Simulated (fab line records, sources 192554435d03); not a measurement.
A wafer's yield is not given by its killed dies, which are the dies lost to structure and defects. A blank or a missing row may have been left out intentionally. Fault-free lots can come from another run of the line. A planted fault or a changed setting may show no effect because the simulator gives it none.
fab line records + flow n5Finfet
[record]
- lots = 12
- wafers = 36
- lastDay = 17
route steps=1938 shown BEOL_M11@1580 PASSIVATION@1936
lots that met no fault: taken from a fault-free run of the same line
startH: start of the lot's first displayed wafer, in hours after the record's first day + waitH: time in hours since the lot's previous step + " same as the row above + L1.1+2: a row that stands for several wafers + - either no value or no given start + * or withheld: withheld + < > ~ a bound
route shown NAME@n: a module of which the file shows steps, and the number in the route of the first + usual: average and standard deviation across the fault-free wafers + same: alike in all rows + chamber/n: place in a boat + sites: readings site by site + _std_site: their standard deviation + _edge_site: mean of outer sites minus mean of inner sites + radiusMm: how far each site lies from the wafer's centre + mask NAME#n: copy n + behind: the tool/chamber that last shaped the wafer + hold: reason for holding the lot/hours on hold/outcome of the hold + device: whichever transistor did not switch (one of n, p or np) + end of line: at the end of the route, the tests of the same wafers + where a step has no rows: the recipe by itself + killed: dies lost to structure and defects at the first sort, not the wafer's yield + map: the dies of a wafer, with x for killed, . for not killed, _ for no die there
set.NAME: the run value of the setting; set.NAME@STEP: its run value at that earlier step + model.NAME: the simulator's own value behind a step, which no gauge read
one table for each step of the route and one row for each wafer, over a sample of lots
services: a tool's chamber out of use, with start hour (startH, from the record's first day; less than 0 if before it), hours out, and reason
[[steps]]
[step N5_BEOL_M11_STRIP_77]
[recipe]
- chemistry = N2/H2
- timeS = 10
- powerW = 450
- tempC = 40
- pressureMtorr = 20
- rfFrequencyHz = 6e+07
- biasPowerW = 7
- n2FlowSccm = 200
- h2FlowSccm = 200
[usual]
- drypumpMotorCurrentA = 5.9/0.34
- oesProductAu = 0.80/0.089
- rfVppV = 59.2/0.95
- showerheadPlenumPTorr = 2.57/0.089
- throttleValvePct = 23.6/0.33
| lot.wafer | tool       | chamber | startH | waitH | drypumpMotorCurrentA | oesProductAu | rfHoursCounterH | rfVppV | showerheadPlenumPTorr | throttleValvePct |
|-----------|------------|---------|--------|-------|----------------------|--------------|-----------------|--------|-----------------------|------------------|
| L840.2    | rieDiel-06 | 0       | -      | -     | 5.6                  | 0.75         | 184             | 59.9   | 2.52                  | 23.8             |
| L840.4    | "          | 3       | "      | "     | 6.5                  | 0.71         | 213             | 59.4   | 2.59                  | 23.3             |
| L840.5    | "          | 3       | "      | "     | 6.4                  | 0.71         | -               | 58.0   | 2.59                  | 23.3             |
| L839.1    | rieDiel-02 | 0       | -      | -     | 5.6                  | 0.70         | 240             | 59.4   | 2.39                  | 23.1             |
| L839.3    | "          | 2       | "      | "     | 6.0                  | 0.81         | 91              | 58.6   | 2.45                  | 23.4             |
| L839.5    | "          | 3       | "      | "     | 5.5                  | 0.94         | -               | 59.8   | 2.60                  | 23.7             |
| L843.1    | rieDiel-02 | 0       | -      | -     | 5.6                  | 0.70         | 245             | 58.1   | 2.39                  | 23.2             |
| L843.5    | "          | 1       | "      | "     | 6.4                  | 0.89         | -               | 59.3   | 2.47                  | 23.3             |
| L843.6    | "          | 0       | "      | "     | 5.6                  | 0.69         | -               | 58.0   | 2.39                  | 23.2             |
| L844.2    | rieDiel-01 | 3       | -      | -     | 6.2                  | 0.81         | 82              | 60.6   | 2.68                  | 24.1             |
| L844.3    | "          | 0       | "      | "     | 5.1                  | 0.85         | 59              | 60.2   | 2.46                  | 23.5             |
| L844.5    | "          | 0       | "      | "     | 5.1                  | 0.86         | -               | 57.4   | 2.46                  | 23.5             |
| L848.3    | rieDiel-01 | 3       | -      | -     | 6.2                  | 0.80         | 85              | 59.6   | 2.68                  | 24.0             |
| L848.4    | "          | 2       | "      | "     | 5.6                  | 0.72         | 215             | 59.2   | 2.64                  | 23.9             |
| L848.6    | "          | 3       | "      | "     | 6.2                  | 0.80         | -               | 59.4   | 2.68                  | 24.1             |
| L847.1    | rieDiel-06 | 2       | -      | -     | 5.9                  | 0.77         | 130             | 59.7   | 2.67                  | 24.0             |
| L847.3    | "          | 1       | "      | "     | 6.0                  | 0.71         | 178             | 58.6   | 2.62                  | 23.8             |
| L847.6    | "          | 2       | "      | "     | 5.9                  | 0.76         | -               | 59.2   | 2.67                  | 24.0             |
| L851.1    | rieDiel-02 | 1       | -      | -     | 6.4                  | 0.89         | 56              | 58.3   | 2.47                  | 23.3             |
| L851.4    | "          | 2       | "      | "     | 5.9                  | 0.79         | 115             | 58.1   | 2.44                  | 23.4             |
| L851.5    | "          | 3       | "      | "     | 5.6                  | 0.87         | -               | 58.9   | 2.59                  | 23.7             |
| L852.1    | rieDiel-01 | 0       | -      | -     | 5.1                  | 0.84         | 75              | 59.1   | 2.46                  | 23.5             |
| L852.3    | "          | 2       | "      | "     | 5.6                  | 0.72         | 225             | 58.7   | 2.63                  | 23.9             |
| L852.5    | "          | 3       | "      | "     | 6.2                  | 0.78         | -               | 61.0   | 2.68                  | 24.1             |
| L859.4    | rieDiel-06 | 1       | -      | -     | 6.1                  | 0.69         | -               | 60.7   | 2.61                  | 23.8             |
| L859.5    | "          | 0       | "      | "     | 5.6                  | 0.73         | -               | 58.2   | 2.51                  | 23.8             |
| L859.6    | "          | 2       | "      | "     | 5.9                  | 0.74         | -               | 60.9   | 2.66                  | 24.0             |
| L860.1    | rieDiel-06 | 0       | -      | -     | 5.6                  | 0.73         | 219             | 59.6   | 2.50                  | 23.8             |
| L860.3    | "          | 1       | "      | "     | 6.0                  | 0.69         | 207             | 59.1   | 2.61                  | 23.8             |
| L860.6    | "          | 1       | "      | "     | 6.0                  | 0.68         | -               | 59.9   | 2.61                  | 23.8             |
| L861.1    | rieDiel-02 | 1       | -      | -     | 6.4                  | 0.85         | 70              | 57.6   | 2.46                  | 23.3             |
| L861.5    | "          | 1       | "      | "     | 6.4                  | 0.86         | -               | 58.6   | 2.46                  | 23.3             |
| L861.6    | "          | 3       | "      | "     | 5.6                  | 0.85         | -               | 59.6   | 2.59                  | 23.8             |
| L862.1    | rieDiel-06 | 3       | -      | -     | 6.5                  | 1.01         | 1               | 59.7   | 2.58                  | 22.9             |
| L862.2    | "          | 0       | "      | "     | 5.6                  | 0.73         | 220             | 58.8   | 2.51                  | 23.8             |
| L862.6    | "          | 3       | "      | "     | 6.4                  | 1.01         | -               | 59.4   | 2.58                  | 22.9             |
[step N5_BEOL_M11_CURE_72]
[recipe]
- tempC = 370
- timeS = 120
- ambient = DMADMS/He
- material = SiCOH_lowk
[usual]
- lampPowerPct = 52.33/0.05
- wafer_temp_C_max = 372.0/0.63
| lot.wafer | tool      | chamber | startH | waitH | lampPowerPct | wafer_temp_C_max |
|-----------|-----------|---------|--------|-------|--------------|------------------|
| L840.2    | uvCure-02 | 2       | 210.36 | 0.1   | 52.40        | 371.9            |
| L840.4    | "         | 2       | "      | "     | 52.25        | 373.8            |
| L840.5    | "         | 2       | "      | "     | 52.33        | 372.6            |
| L839.1    | uvCure-01 | 2       | 232.95 | 0.0   | 52.30        | 371.4            |
| L839.3    | "         | 2       | "      | "     | 52.32        | 371.6            |
| L839.5    | "         | 2       | "      | "     | 52.40        | 371.9            |
| L843.1    | uvCure-02 | 2       | 248.37 | 0.0   | 52.26        | 371.7            |
| L843.5    | "         | 2       | "      | "     | 52.31        | 372.9            |
| L843.6    | "         | 2       | "      | "     | 52.25        | 372.4            |
| L844.2    | uvCure-03 | 2       | 262.82 | 0.3   | 52.33        | 371.9            |
| L844.3    | "         | 2       | "      | "     | 52.36        | 373.3            |
| L844.5    | "         | 2       | "      | "     | 52.31        | 373.5            |
| L848.3    | uvCure-02 | 0       | 273.88 | 0.4   | 52.28        | 372.1            |
| L848.4    | "         | 0       | "      | "     | 52.30        | 372.4            |
| L848.6    | "         | 0       | "      | "     | 52.45        | 371.8            |
| L847.1    | uvCure-01 | 0       | 277.03 | 0.0   | 52.35        | 373.2            |
| L847.3    | "         | 0       | "      | "     | 52.38        | 371.9            |
| L847.6    | "         | 0       | "      | "     | 52.31        | 372.4            |
| L851.1    | uvCure-01 | 1       | 304.61 | 0.0   | 52.25        | 371.3            |
| L851.4    | "         | 1       | "      | "     | 52.23        | 372.1            |
| L851.5    | "         | 1       | "      | "     | 52.34        | 370.9            |
| L852.1    | uvCure-02 | 0       | 308.16 | 0.4   | 52.34        | 372.4            |
| L852.3    | "         | 0       | "      | "     | 52.36        | 372.3            |
| L852.5    | "         | 0       | "      | "     | 52.31        | 372.0            |
| L859.4    | uvCure-01 | 1       | 343.20 | 0.2   | 52.36        | 371.3            |
| L859.5    | "         | 1       | "      | "     | 52.23        | 371.8            |
| L859.6    | "         | 1       | "      | "     | 52.37        | 371.4            |
| L860.1    | uvCure-03 | 1       | 351.32 | 0.0   | 52.33        | 372.6            |
| L860.3    | "         | 1       | "      | "     | 52.34        | 371.8            |
| L860.6    | "         | 1       | "      | "     | 52.45        | 372.2            |
| L861.1    | uvCure-03 | 0       | 353.15 | 0.0   | 52.30        | 371.5            |
| L861.5    | "         | 0       | "      | "     | 52.36        | 371.4            |
| L861.6    | "         | 0       | "      | "     | 52.35        | 371.2            |
| L862.1    | uvCure-01 | 1       | 354.11 | 0.0   | 52.36        | 371.3            |
| L862.2    | "         | 1       | "      | "     | 52.41        | 371.7            |
| L862.6    | "         | 1       | "      | "     | 52.35        | 370.9            |
[step N5_BEOL_M11_CVD_75]
[recipe]
- material = Co
- targetThkA = 20
- tempC = withheld
- precursor = CCTBA/H2
- pressureTorr = 30
- timeS = 138.9
[usual]
- runLengthS = 161.8/0.33
| lot.wafer | tool     | chamber | startH | waitH | runLengthS |
|-----------|----------|---------|--------|-------|------------|
| L840.2    | cvdCo-01 | 1       | 211.17 | 0.0   | 161.8      |
| L840.4    | "        | 0       | "      | "     | 161.7      |
| L840.5    | "        | 2       | "      | "     | 162.0      |
| L839.1    | cvdCo-01 | 1       | 234.35 | 0.0   | 161.5      |
| L839.3    | "        | 2       | "      | "     | 162.0      |
| L839.5    | "        | 2       | "      | "     | 162.1      |
| L843.1    | cvdCo-02 | 2       | 249.34 | 0.1   | 161.6      |
| L843.5    | "        | 2       | "      | "     | 161.6      |
| L843.6    | "        | 0       | "      | "     | 161.7      |
| L844.2    | cvdCo-01 | 1       | 263.59 | 0.1   | 161.3      |
| L844.3    | "        | 0       | "      | "     | 161.4      |
| L844.5    | "        | 0       | "      | "     | 161.3      |
| L848.3    | cvdCo-01 | 2       | 277.11 | 0.3   | 164.8      |
| L848.4    | "        | 1       | "      | "     | 161.3      |
| L848.6    | "        | 2       | "      | "     | 164.0      |
| L847.1    | cvdCo-02 | 1       | 278.20 | 0.0   | 162.1      |
| L847.3    | "        | 2       | "      | "     | 162.3      |
| L847.6    | "        | 2       | "      | "     | 161.7      |
| L851.1    | cvdCo-01 | 2       | 305.86 | 0.1   | 164.3      |
| L851.4    | "        | 2       | "      | "     | 164.2      |
| L851.5    | "        | 0       | "      | "     | 162.0      |
| L852.1    | cvdCo-02 | 1       | 309.32 | 0.0   | 162.0      |
| L852.3    | "        | 2       | "      | "     | 162.0      |
| L852.5    | "        | 1       | "      | "     | 161.8      |
| L859.4    | cvdCo-02 | 1       | 344.19 | 0.3   | 161.9      |
| L859.5    | "        | 2       | "      | "     | 161.7      |
| L859.6    | "        | 0       | "      | "     | 162.0      |
| L860.1    | cvdCo-02 | 0       | 353.13 | 0.0   | 161.7      |
| L860.3    | "        | 2       | "      | "     | 161.7      |
| L860.6    | "        | 2       | "      | "     | 161.7      |
| L861.1    | cvdCo-02 | 2       | 354.55 | 0.3   | 161.8      |
| L861.5    | "        | 0       | "      | "     | 161.9      |
| L861.6    | "        | 1       | "      | "     | 161.8      |
| L862.1    | cvdCo-02 | 1       | 355.26 | 0.3   | 162.2      |
| L862.2    | "        | 0       | "      | "     | 161.7      |
| L862.6    | "        | 1       | "      | "     | 162.3      |
[step N5_BEOL_M11_INSPECT_58]
[recipe]
- inspectInstrument = darkfield
- mode = postDep
[usual]
- rawDefectCount = 72/23
| lot.wafer | tool             | chamber | startH | waitH | rawDefectCount |
|-----------|------------------|---------|--------|-------|----------------|
| L840.2    | defectInspect-01 | -       | 212.38 | 0.0   | 36             |
| L840.4    | "                | -       | "      | "     | 63             |
| L840.5    | "                | -       | "      | "     | 66             |
| L839.1    | defectInspect-01 | -       | 236.09 | 0.0   | 51             |
| L839.3    | "                | -       | "      | "     | 83             |
| L839.5    | "                | -       | "      | "     | 49             |
| L843.1    | defectInspect-01 | -       | 250.44 | 0.0   | 64             |
| L843.5    | "                | -       | "      | "     | 59             |
| L843.6    | "                | -       | "      | "     | 119            |
| L844.2    | defectInspect-01 | -       | 264.75 | 0.0   | 99             |
| L844.3    | "                | -       | "      | "     | 104            |
| L844.5    | "                | -       | "      | "     | 83             |
| L848.3    | defectInspect-01 | -       | 278.51 | 0.0   | 80             |
| L848.4    | "                | -       | "      | "     | 64             |
| L848.6    | "                | -       | "      | "     | 73             |
| L847.1    | defectInspect-01 | -       | 279.63 | 0.0   | 42             |
| L847.3    | "                | -       | "      | "     | 75             |
| L847.6    | "                | -       | "      | "     | 50             |
| L851.1    | defectInspect-02 | -       | 306.96 | 0.0   | 35             |
| L851.4    | "                | -       | "      | "     | 46             |
| L851.5    | "                | -       | "      | "     | 63             |
| L852.1    | defectInspect-02 | -       | 311.14 | 0.0   | 102            |
| L852.3    | "                | -       | "      | "     | 84             |
| L852.5    | "                | -       | "      | "     | 64             |
| L859.4    | defectInspect-02 | -       | 346.42 | 0.0   | 64             |
| L859.5    | "                | -       | "      | "     | 74             |
| L859.6    | "                | -       | "      | "     | 77             |
| L860.1    | defectInspect-01 | -       | 354.27 | 0.0   | 75             |
| L860.3    | "                | -       | "      | "     | 73             |
| L860.6    | "                | -       | "      | "     | 83             |
| L861.1    | defectInspect-01 | -       | 356.00 | 0.0   | 62             |
| L861.5    | "                | -       | "      | "     | 49             |
| L861.6    | "                | -       | "      | "     | 49             |
| L862.1    | defectInspect-01 | -       | 360.86 | 0.0   | 150            |
| L862.2    | "                | -       | "      | "     | 40             |
| L862.6    | "                | -       | "      | "     | 49             |
[step N5_PASSIVATION_PROBE_49]
[usual]
- defectLimitedYield = 91.4/1.6
- killed_at_M0_to_M3 = 34/10
- killed_at_M4_up = 12/4.8
- killedAtContacts = 11/6.2
- killedAtFrontEnd = 39/13
- killedAtOther = 4/3.1
- killedDies = 101/19
- killedOpen = 67/14
- killedShort = 32/8.3
- sort_bin_5_function = 5.0/1
- sort_bin_6_memory = 3.2/0.76
- sort_bin_8_speed = 0.00/0.026
- sortNPass = 1079/19
[same]
- grossDies = 1180
- killedAtBackSide = 0
- sort_bin_4_leakage[%] = 0
| lot.wafer | tool      | chamber | startH | waitH | defectLimitedYield[%] | killed_at_M0_to_M3 | killed_at_M4_up | killedAtContacts | killedAtFrontEnd | killedAtOther | killedDies | killedOpen | killedShort | sort_bin_5_function[%] | sort_bin_6_memory[%] | sort_bin_8_speed[%] | sortNPass |
|-----------|-----------|---------|--------|-------|-----------------------|--------------------|-----------------|------------------|------------------|---------------|------------|------------|-------------|------------------------|----------------------|---------------------|-----------|
| L852.1    | prober-01 | -       | 349.35 | 0.1   | 89.7                  | 28                 | 18              | 7                | 65               | 4             | 122        | 88         | 33          | 6.6                    | 3.5                  | 0                   | 1058      |
| L852.3    | prober-01 | -       | 349.45 | 0.2   | 88.3                  | 31                 | 21              | 15               | 68               | 3             | 138        | 90         | 46          | 6.4                    | 4.7                  | 0                   | 1042      |
| L852.5    | prober-01 | -       | 349.55 | 0.3   | 88.2                  | 37                 | 21              | 8                | 70               | 3             | 139        | 111        | 26          | 6.9                    | 4.5                  | 0                   | 1041      |
// killed by level:class
L852.1 STI_FIN_REVEAL:geometricParticle:open=22 DUMMY_GATE:geometricParticle:open=11 BEOL_M0:geometricParticle:open=9 GATE_CUT:geometricParticle:short=8 BEOL_M4:geometricParticle:open=8 FIN_SAQP:geometricParticle:open=6 MOL_CONTACT_COAG:geometricParticle:open=6 BEOL_M0_SAQP:geometricParticle:open=5
L852.3 STI_FIN_REVEAL:geometricParticle:open=29 BEOL_M4:geometricParticle:open=12 GATE_CUT:geometricParticle:short=11 MOL_CONTACT_COAG:geometricParticle:open=11 BEOL_M0_SAQP:geometricParticle:short=9 BEOL_M3:geometricParticle:open=7 BEOL_M0_SAQP:geometricParticle:open=7 ILD0:geometricParticle:open=6
L852.5 STI_FIN_REVEAL:geometricParticle:open=37 BEOL_M3:geometricParticle:open=13 BEOL_M4:geometricParticle:open=11 BEOL_M0_SAQP:geometricParticle:open=8 FIN_SAQP:geometricParticle:open=6 GATE_CUT:geometricParticle:open=5 BEOL_M1:geometricParticle:open=5 STI_FIN_REVEAL:geometricParticle:short=4
[[services]]
| tool       | chamber | startH | hours | kind                        |
|------------|---------|--------|-------|-----------------------------|
| rieDiel-01 | 1       | 186.73 | 2.2   | repair                      |
| uvCure-01  | -       | 193.18 | 1.0   | pm                          |
| uvCure-02  | -       | 195.42 | 6.0   | pm                          |
| rieDiel-01 | 3       | 210.45 | 5.0   | repair                      |
| uvCure-01  | -       | 227.75 | 2.0   | repair                      |
| cvdCo-01   | 0       | 229.96 | 8.2   | repair                      |
| rieDiel-06 | 0       | 241.54 | 35.5  | repair                      |
| uvCure-01  | -       | 245.14 | 0.7   | repair                      |
| uvCure-02  | -       | 254.83 | 2.1   | pm                          |
| rieDiel-02 | 1       | 275.33 | 12.3  | repair                      |
| rieDiel-01 | -       | 291.01 | 0.8   | repair                      |
| uvCure-01  | -       | 307.01 | 7.5   | pm                          |
| rieDiel-06 | 0       | 310.84 | 9.6   | repair                      |
| uvCure-03  | -       | 311.70 | 5.0   | pm                          |
| rieDiel-06 | 3       | 320.63 | -     | clean                       |
| rieDiel-06 | 3       | 320.63 | -     | consumableReplace:focusRing |
| rieDiel-06 | 3       | 320.63 | 31.4  | scheduledDown               |
| rieDiel-06 | 3       | 320.63 | 31.4  | ventCycle                   |
| cvdCo-01   | 1       | 333.33 | -     | clean                       |
| cvdCo-01   | 1       | 333.33 | 22.0  | scheduledDown               |
| cvdCo-01   | 1       | 333.33 | 22.0  | ventCycle                   |
| cvdCo-01   | -       | 348.59 | 14.6  | pm                          |
| rieDiel-02 | 0       | 348.61 | 5.8   | repair                      |
| uvCure-01  | -       | 355.06 | 1.2   | repair                      |
[[key]]
[firstSign]
- step = N5_BEOL_M11_CVD_75
- reading = runLengthS
- direction = up
- sigmas = 7.5
- usual = *
- struck = *
effect none on later readings
metAt N5_BEOL_M11_CVD_75
struckLots L848,L851
struckWafers L848.3,L848.6,L851.1,L851.4
notActingAt N5_BEOL_M11_STRIP_77,N5_BEOL_M11_CURE_72,N5_BEOL_M11_INSPECT_58
onsetBetween 234.35 277.11
[fault]
- kind = processParameterDrift
- tool = cvdCo-01
- chamber = 2
- onsetH = 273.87
- steps = N5_BEOL_M11_CVD_75
- channel = timeS
- offset = *
- shape = step
- endH = 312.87
- actsIn = *
- stated = *
